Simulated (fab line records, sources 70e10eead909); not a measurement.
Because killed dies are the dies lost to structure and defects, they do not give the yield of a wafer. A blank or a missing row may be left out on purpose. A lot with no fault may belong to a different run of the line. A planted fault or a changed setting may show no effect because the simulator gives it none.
Which tool did it?    flow nand harc    12 lots with 36 wafers sampled at 6 steps, on a route of 1302 steps

== WHAT THE GAUGES READ, wafer by wafer ==
NHARC_P_ZERO_WELL_CD_MEAS_52 targets a cd of 2000 nm.
lot   measured     on         cd nm (nm)
L923  day 2 11:51  cd sem-01  1997.2 1998.2 2001.4
L924  day 2 21:57  cd sem-01  1999.7 2000.5 2000.6
L926  day 3 17:51  cd sem-02  2000.9 1999.0 2001.1
L928  day 4 14:02  cd sem-03  1998.8 2000.1 1997.6
L929  day 5 03:48  cd sem-03  1999.3 1998.9 1999.9
L930  day 5 09:49  cd sem-02  2000.9 1996.6 1996.6
L931  day 5 19:45  cd sem-01  1997.1 1998.8 2001.8
L932  day 6 06:20  cd sem-03  1997.6 2001.5 1996.8
L934  day 7 01:46  cd sem-03  1997.4 1993.8 1995.8
L935  day 7 11:52  cd sem-02  1997.2 2002.8 2000.7
L937  day 8 07:47  cd sem-02  1957.3 1957.4 1961.4
L939  day 9 03:59  cd sem-03  2001.5 1999.3 1996.9

NHARC_P_ZERO_WELL_INSPECT_43.
lot   measured     on                 raw defect count
L923  day 2 13:44  defect inspect-01  15 18 19
L924  day 2 23:46  defect inspect-01  18 10 10
L926  day 3 19:40  defect inspect-01  22 31 31
L928  day 4 15:58  defect inspect-02  16 13 19
L929  day 5 05:37  defect inspect-01  13 18 32
L930  day 5 11:37  defect inspect-01  7 3 19
L931  day 5 21:33  defect inspect-01  22 8 10
L932  day 6 08:09  defect inspect-02  7 16 20
L934  day 7 03:43  defect inspect-02  20 7 24
L935  day 7 13:41  defect inspect-01  12 7 15
L937  day 8 09:38  defect inspect-01  24 22 15
L939  day 9 05:49  defect inspect-02  10 11 10

NHARC_END_SORT_01.
lot   measured      on         killed at array  killed at other  killed at periphery  killed dies  killed open  killed short
L923  day 24 23:37  prober-02  48 57 49         0 0 0            9 5 5                57 62 54     3 3 3        5 4 2
L932  day 28 10:22  prober-02  51 41 39         1 0 0            5 5 0                57 46 39     4 3 2        3 0 1
L937  day 30 09:10  prober-02  79 65 86         3 1 0            3 10 8               85 76 94     1 3 5        3 6 5

== EACH LOT AND THE TOOL THAT RAN IT (in order: tool; ch and the chambers of the sampled wafers; start) ==
lot   NHARC_P_ZERO_WELL_ETCH_62                     NHARC_P_ZERO_WELL_ETCH_63        NHARC_P_ZERO_WELL_EXPOSE_49
L923  rie diel-02 ch 0,1,2, day 2 07:39 or earlier  rie si-06 ch 0,1,2, day 2 07:39  krf scanner-04 ch 0, day 2 11:41
L924  rie diel-01 ch 0,3, day 2 17:43 or earlier    rie si-06 ch 0,2,3, day 2 17:43  krf scanner-03 ch 0, day 2 21:48
L926  rie diel-02 ch 1,2,3, day 3 13:50 or earlier  rie si-01 ch 0,1,3, day 3 13:50  krf scanner-04 ch 0, day 3 17:42
L928  rie diel-02 ch 0,1,2, day 4 09:47 or earlier  rie si-06 ch 0,2,3, day 4 09:47  krf scanner-03 ch 0, day 4 13:53
L929  rie diel-02 ch 1,2, day 4 19:42 or earlier    rie si-06 ch 1,2, day 4 19:42    krf scanner-04 ch 0, day 5 03:39
L930  rie diel-01 ch 0,2, day 5 05:43 or earlier    rie si-01 ch 0,3, day 5 05:43    krf scanner-02 ch 0, day 5 09:40
L931  rie diel-01 ch 0,2,3, day 5 15:40 or earlier  rie si-06 ch 0,1,3, day 5 15:40  krf scanner-04 ch 0, day 5 19:36
L932  rie diel-01 ch 1,2, day 6 02:15 or earlier    rie si-05 ch 0,1, day 6 02:15    krf scanner-03 ch 0, day 6 06:11
L934  rie diel-01 ch 0,3, day 6 21:40 or earlier    rie si-06 ch 0,2, day 6 21:40    krf scanner-03 ch 0, day 7 01:36
L935  rie diel-01 ch 0,1, day 7 07:40 or earlier    rie si-06 ch 0,3, day 7 07:40    krf scanner-04 ch 0, day 7 11:43
L937  rie diel-10 ch 0,2,3, day 8 03:40 or earlier  rie si-05 ch 2,3, day 8 03:40    krf scanner-04 ch 0, day 8 07:38
L939  rie diel-01 ch 0,1,3, day 8 23:47 or earlier  rie si-06 ch 1,2, day 8 23:47    krf scanner-04 ch 0, day 9 03:50
- NHARC_P_ZERO_WELL_ETCH_62: etches the open film in CHF3/Ar, target depth 13 nm, time 6.5 s.
- NHARC_P_ZERO_WELL_ETCH_63: etches the open film in HBr/Cl2, target depth 120 nm, time 40.1 s.
- NHARC_P_ZERO_WELL_EXPOSE_49: exposes mask P HVPW, target cd 2000 nm.

== WHAT THE TOOLS THEMSELVES READ (means of the sampled wafers that have a number; where no wafer has one, the mark that the record gives instead) ==
NHARC_P_ZERO_WELL_ETCH_62.
lot   tool         drypump motor current A (A)  oes product au (a.u.)  rf vpp V (V)  showerhead plenum p Torr (Torr)  throttle valve pct (%)
L923  rie diel-02  6.1                          0.992                  370.8         2.33                             20.216
L924  rie diel-01  5.0                          0.965                  373.3         2.44                             20.218
L926  rie diel-02  5.9                          0.953                  369.3         2.28                             20.218
L928  rie diel-02  6.1                          0.939                  369.7         2.32                             20.205
L929  rie diel-02  6.1                          0.967                  370.1         2.30                             20.218
L930  rie diel-01  5.5                          0.950                  368.4         2.24                             20.216
L931  rie diel-01  5.4                          0.958                  372.3         2.36                             20.225
L932  rie diel-01  5.9                          0.921                  368.1         2.23                             20.224
L934  rie diel-01  5.3                          0.965                  372.9         2.47                             20.220
L935  rie diel-01  5.6                          0.986                  370.2         2.35                             20.217
L937  rie diel-10  5.6                          0.968                  369.1         2.27                             20.214
L939  rie diel-01  5.5                          0.970                  371.3         2.41                             20.217

NHARC_P_ZERO_WELL_ETCH_63.
lot   tool       drypump motor current A (A)  oes product au (a.u.)  throttle valve pct (%)
L923  rie si-06  6.0                          0.989                  26.413
L924  rie si-06  6.0                          0.990                  26.401
L926  rie si-01  5.4                          1.009                  26.408
L928  rie si-06  6.0                          0.998                  26.401
L929  rie si-06  6.0                          1.008                  26.405
L930  rie si-01  5.5                          1.018                  26.407
L931  rie si-06  5.8                          0.992                  26.405
L932  rie si-05  6.1                          1.001                  26.411
L934  rie si-06  6.3                          0.998                  26.400
L935  rie si-06  5.7                          0.984                  26.404
L937  rie si-05  5.5                          0.996                  26.407
L939  rie si-06  6.3                          0.997                  26.416

== THE ANSWER, worked out from the rows above alone ==
Rule: the lots themselves supply what counts as usual. Put in order of their means at a reading, lots are off if they are a third of the lots or fewer, leave a main group of 4 or more, and stand apart from it by a gap of 3 or more times the standard deviation of the main group's means; of several such gaps the widest counts. Not used: any main group whose means are identical at the precision the tables above print for the reading. A lot without any number at a reading at which 4 lots or more have one is off too. Any other lot the step has rows for is counted as sound. First the gauges in route order, then the tools' own readings, where a lot's mean is used as printed above. At the first step where some lot is off, the reading lying furthest off is the one used; lots without a number count as furthest.
Off: L937 (NHARC_P_ZERO_WELL_CD_MEAS_52, cd nm). For the main group the mean is 1999.0 nm and the standard deviation 1.3.
If a tool, at a process step before that reading, ran all the lots that are off and no sound lot after the first of them, it fits. Those tools and the gauges at NHARC_P_ZERO_WELL_CD_MEAS_52 are tried in the same way. With no start given for some of its lots, NHARC_P_ZERO_WELL_ETCH_62 uses the hours and lot order of NHARC_P_ZERO_WELL_ETCH_63. Can't be told from this: 3 tools fit, rie diel-10 at NHARC_P_ZERO_WELL_ETCH_62, rie si-05 at NHARC_P_ZERO_WELL_ETCH_63, cd sem-02 at NHARC_P_ZERO_WELL_CD_MEAS_52.

== WHAT HAD BEEN PUT IN BY THE SIMULATOR ==
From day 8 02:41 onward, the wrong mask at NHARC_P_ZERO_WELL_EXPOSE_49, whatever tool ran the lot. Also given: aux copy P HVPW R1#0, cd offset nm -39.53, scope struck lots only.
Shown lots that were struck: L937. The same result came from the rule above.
